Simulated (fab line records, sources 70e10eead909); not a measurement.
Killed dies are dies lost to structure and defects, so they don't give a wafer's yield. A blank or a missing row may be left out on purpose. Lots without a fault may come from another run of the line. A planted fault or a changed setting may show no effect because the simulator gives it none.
Chamber matching | flow nand_harc | NHARC_A_BLC_CMP_25 on cmp-01: 4 sister chambers
The step polishes, t overpolish 30 s, target thk 150 nm. 16 wafers are shown with their chamber, then 8 later ones without.

WAFERS WITH THEIR CHAMBER
wafer  | chamber | motor_current_A (A) | time_to_endpoint_s (s) | overpolish_run_s (s)
L077.2 | 1       | 10.1                | 27.9                   | 30.011
L077.3 | 0       | 10.9                | 28.4                   | 29.993
L077.6 | 0       | 10.9                | 29.9                   | 29.993
L083.3 | 1       | 10.1                | 26.8                   | 29.988
L083.4 | 3       | 10.6                | 26.8                   | 30.000
L083.6 | 3       | 11.3                | 27.8                   | 30.006
L084.3 | 1       | 10.0                | 28.5                   | 29.995
L084.4 | 2       | 10.9                | 26.3                   | 30.010
L084.6 | 2       | 10.3                | 28.7                   | 29.997
L086.2 | 3       | 10.7                | 27.9                   | 29.990
L086.4 | 1       | 10.3                | 25.9                   | 30.001
L086.6 | 2       | 10.7                | 25.0                   | 30.002
L089.2 | 1       | 9.9                 | 27.2                   | 29.997
L089.3 | 3       | 10.4                | 30.3                   | 29.999
L089.4 | 0       | 10.7                | 30.4                   | 30.009
L090.1 | 3       | 10.4                | 29.6                   | 29.988

SIGNATURES (means of the wafers above)
reading            | chamber 0 | chamber 1 | chamber 2 | chamber 3 | scatter within a chamber
motor_current_A    | 10.833    | 10.080    | 10.633    | 10.680    | 0.266
time_to_endpoint_s | 29.567    | 27.260    | 26.667    | 28.480    | 1.34
overpolish_run_s   | 29.99833  | 29.99840  | 30.00300  | 29.99660  | 0.008
Rule: a wafer's distance from a chamber is the root of the sum, over the readings, of the square of ((its reading less the chamber's mean) divided by the reading's scatter). The wafer belongs to the nearest chamber; if the next one is less than 2 further off, it can't be placed. The scatter: the root of (the sum of the squares of (reading less its chamber's mean) over the shown wafers, divided by (wafers less chambers)).

WAFERS WITHOUT THEIR CHAMBER
wafer  | motor_current_A (A) | time_to_endpoint_s (s) | overpolish_run_s (s)
L090.2 | 10.9                | 32.5                   | 30.018
L090.3 | 10.0                | 29.8                   | 30.002
L094.1 | 10.9                | 28.8                   | 29.998
L094.2 | 11.0                | 28.3                   | 29.998
L094.4 | 10.5                | 27.8                   | 30.019
L096.2 | 10.2                | 31.3                   | 29.996
L096.4 | 11.1                | 32.5                   | 29.991
L096.6 | 10.3                | 33.0                   | 29.985

WHICH CHAMBER EACH WENT THROUGH
wafer  | from the rows above               | in truth
L090.2 | can't be placed: 0 or 3 or 2      | 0
L090.3 | can't be placed: 1 or 3 or 0 or 2 | 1
L094.1 | can't be placed: 0 or 3 or 2      | 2
L094.2 | can't be placed: 0 or 3 or 2      | 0
L094.4 | can't be placed: 2 or 3 or 1 or 0 | 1
L096.2 | can't be placed: 0 or 3 or 1 or 2 | 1
L096.4 | can't be placed: 0 or 3           | 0
L096.6 | can't be placed: 0 or 3 or 1 or 2 | 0
Placed correctly: 0 of 8. Can't be placed from these rows: 8 (the true chamber is among the candidates in 8). Placed wrongly: 0.
